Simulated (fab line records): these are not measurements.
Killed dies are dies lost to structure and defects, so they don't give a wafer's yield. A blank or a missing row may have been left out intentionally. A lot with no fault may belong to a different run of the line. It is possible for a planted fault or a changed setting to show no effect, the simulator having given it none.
Code-filled problem report in 8D (eight disciplines) form    flow n5 finfet    the parts of the form that need people (team, actions taken, sign-off) are left out

## 1. THE PROBLEM
killed at front end at N5_PASSIVATION_PROBE_49 reads a mean of 180 on 6 wafers of 2 lots; wafers without a fault read 36 with a standard deviation of 12. Measured from the usual mean, that is +12 standard deviations.
The first sign was on wafer L936.3 at day 18 04:11, on prober-01. The record has a number at this step for 6 wafers belonging to 2 lots. By rule, "out" or "out of limits" means more than 4 standard deviations away from the usual mean. The rest of the wafers with a number are treated as sound.

## 2. WHAT IT IS, AND WHAT IT ISN'T
question                     is                                                                                                        is not
which readings at this step  killed at front end, defect limited yield, killed dies, sort_bin_5_function, sort n pass, sort yield pct  killed_at_M4_up, killed at contacts, killed at other, killed short, sort_bin_4_leakage, sort_bin_8_speed
which lots                   L936, L938                                                                                                -
which wafers of those lots   all that have a number                                                                                    -
read on which tools          prober-01, prober-02                                                                                      -
when                         from day 18 04:11                                                                                         up to then (0 sound wafers)

## 3. THE SUSPECTS, EACH WITH WHAT RULES IT OUT
Counting: a tool at a process step up to the reading stays a suspect if it ran every lot that is out and no sound lot after the first of them.
- rie metal-02 at N5_HKMG_FIN_ETCHBACK_68 (etches the open film in Cl2/Ar, stops on HfO2, target depth 0.5 nm): kept. It ran every lot that is out, first L936 (day 8 04:52), and no sound lot after that.
- pvd sputter-03 at N5_PASSIVATION_PRE_CLEAN_19: kept. It ran every lot that is out, first L936 (day 17 22:03), and no sound lot after that.
After counting, rie metal-02 at N5_HKMG_FIN_ETCHBACK_68 and pvd sputter-03 at N5_PASSIVATION_PRE_CLEAN_19 remain.

## 4. THE CAUSE (what the simulator had put in)
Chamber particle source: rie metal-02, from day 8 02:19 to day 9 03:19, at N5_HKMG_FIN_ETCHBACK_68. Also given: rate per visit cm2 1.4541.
This tool is one of the 2 suspects left after counting.

## 5. SEQUENCE OF EFFECTS, ordered by route
One row per reading whose mean, taken over the struck wafers that have a number, lies over 3 standard deviations from the usual. Only readings whose record carries a usual standard deviation are examined. hours: median over the lots of the time between each lot's start at the first step of this table that gives one and its start at this step. sigmas: the change, counted in usual standard deviations.
hours  step                     reading               usual   on struck wafers  change  sigmas
0      N5_PASSIVATION_PROBE_49  defect limited yield  91.6 %  80.7              -10.9   -7.8
0      N5_PASSIVATION_PROBE_49  killed at front end   36      180               +144    +12
0      N5_PASSIVATION_PROBE_49  killed dies           100     228               +128    +7.5
0      N5_PASSIVATION_PROBE_49  sort_bin_5_function   5.0 %   12.0              +7.0    +7.4
0      N5_PASSIVATION_PROBE_49  sort n pass           1080    952               -128    -7.5
0      N5_PASSIVATION_PROBE_49  sort yield pct        91.6 %  80.7              -10.9   -7.8
The process steps in it:
- N5_PASSIVATION_PROBE_49

## 6. WHAT WOULD HAVE CAUGHT IT SOONER
242 hours passed between the start of the fault at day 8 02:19 and the first reading out of limits in this record, taken at day 18 04:11.
No tool reading at N5_HKMG_FIN_ETCHBACK_68 that has a usual standard deviation in the record was out on any struck wafer, so an alarm limit of 4 standard deviations on those readings would not have fired.
All the lots that are out (2) had begun N5_HKMG_FIN_ETCHBACK_68 on rie metal-02 by day 18 04:11. Holding the tool at that point would not have protected any of them.
